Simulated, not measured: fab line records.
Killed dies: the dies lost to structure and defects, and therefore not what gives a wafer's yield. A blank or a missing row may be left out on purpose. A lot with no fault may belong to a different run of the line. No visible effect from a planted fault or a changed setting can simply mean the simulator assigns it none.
A lot that was struck, set against a sound lot | flow n5-finfet | 18 out of 1938 route steps
Sound: wafers L390.1, L390.2, L390.6. The struck wafers were L399.1, L399.2, L399.5. The cause is given at the end.
Order at every step that has rows: each side's tool, ch and its chambers, its first start. Under that, the readings that differ: sound wafers | struck wafers | difference of the means | sigmas: that difference in standard deviations of wafers without a fault.
alike: readings with means less than 2 such deviations apart, plus words and numbers identical on both sides. not compared: withheld readings, readings lacking a value on some wafer, bounds such as >300 that could conceal the same value, and numbers that have no deviation in the record and whose values overlap.
The two part at a step that has a row with sigmas, a row that says differs or no value, or rows on one side only. Numbers that don't overlap but have no deviation are shown without sigmas and don't part them. Lack of a reading on every wafer of one side parts them only where that side has two or more wafers.

N5_BEOL_M15_DESCUM_33: chemistry O2, time 7.9 s.
  sound on rie-diel-02 ch 2,3, day 12 12:58; struck on rie-diel-05 ch 1,2,3, day 16 19:10
  alike: drypump-motor-current-A, o2-flow-sccm, oes-product-au, rf-fwd-power-W, rf-vpp-V, showerhead-plenum-p-Torr, throttle-valve-pct
  not compared: rf-hours-counter-h
then, 1 step without rows for these wafers: N5_BEOL_M15_ETCH_61 (etches BARC in N2/H2, target depth 89 nm, overetch 26.7 nm, time 67.9 s).
N5_BEOL_M15_TRENCH_ETCH_34: etches SiO2 in C4F8/O2/Ar, target depth 872.93 nm, time 199 s.
  sound on rie-diel-02 ch 2,3, day 12 13:04; struck on rie-diel-05 ch 1,2,3, day 16 19:15
  alike: drypump-motor-current-A, oes-product-au, rf-fwd-power-W, rf-vpp-V, showerhead-plenum-p-Torr, throttle-valve-pct
  not compared: rf-hours-counter-h
N5_BEOL_M15_STRIP_36: strips in O2.
  sound on rie-diel-05 ch 0,2, day 12 15:34; struck on rie-diel-05 ch 1,2, day 16 22:05
  alike: drypump-motor-current-A, o2-flow-sccm, oes-product-au, rf-vpp-V, showerhead-plenum-p-Torr, throttle-valve-pct
  not compared: rf-hours-counter-h
then, 5 steps without rows for these wafers: N5_BEOL_M15_STRIP_62 (strips in O2); N5_BEOL_M15_STRIP_37 (strips in O2); N5_BEOL_M15_ETCH_38 (etches SiCN in CF4/N2, target depth 106.4 nm, time 120.5 s); N5_BEOL_M15_PRECLEAN_39 (cleans in residue remover, time 60 s); N5_BEOL_M15_SRD_40 (time 30 s, dry time 30 s).
N5_BEOL_M15_DEGAS_41: time 60 s.
  sound on pvd-sputter-03 at day 12 18:12; struck on pvd-sputter-03 at day 16 22:42
  alike: heater-power-w
N5_BEOL_M15_PRE_CLEAN_42: time 30 s.
  sound on pvd-sputter-03 at day 12 18:14; struck on pvd-sputter-03 at day 16 22:44
  alike: heater-power-w
N5_BEOL_M15_SPUTTER_43: material TaN, target thk 15 nm, time 24.19 s.
  sound on pvd-sputter-03 at day 12 18:17; struck on pvd-sputter-03 at day 16 22:47
  reading                                      | sound             | struck            | difference | sigmas
  cathode-dc-power-W (W)                       | 15001 14997 14995 | 16613 16614 16604 | +1613      | +99 or more
  model.TaN_of_BEOL_M15_SPUTTER_43.thk-nm (nm) | 15 15 15          | 17 17 16.8        | +2         |
  alike: throttle-valve-pct
then, 4 steps without rows for these wafers: N5_BEOL_M15_SPUTTER_44 (material Ta, target thk 15 nm, time 24.19 s); N5_BEOL_M15_SPUTTER_45 (material Cu, target thk 100 nm, time 16.67 s); N5_BEOL_M15_ECD_47 (material Cu, target thk 1860 nm); N5_BEOL_M15_ANNEAL_48 (time 90 s).
N5_BEOL_M15_CMP_49: polishes, stops on SiO2, t overpolish 4.9 s, target thk 850 nm.
  sound on cmp-03 ch 1,2,3, day 12 19:08; struck on cmp-03 ch 0,1,3, day 16 23:35
  reading                      | sound             | struck            | difference | sigmas
  barrier-field-endpoint-s (s) | 10.96 11.25 11.12 | 11.99 11.90 12.06 | +0.87      | +3
  alike: edge-zone-pressure-frac, motor-current-A, slurry-flow-ml-min
N5_BEOL_M15_THK_MEAS_50: measures by xrf.
  sound on film-metro-02 at day 12 19:23; struck on film-metro-02 at day 16 23:53
  alike: M15_THK

WHERE THEY PART
At N5_BEOL_M15_SPUTTER_43 first; at N5_BEOL_M15_CMP_49 last (within this record only). Later steps at which nothing parts them and some readings are alike: N5_BEOL_M15_THK_MEAS_50.

WHY: what the simulator had put in
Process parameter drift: pvd-sputter-03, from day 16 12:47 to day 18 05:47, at N5_BEOL_M15_SPUTTER_43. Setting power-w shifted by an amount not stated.
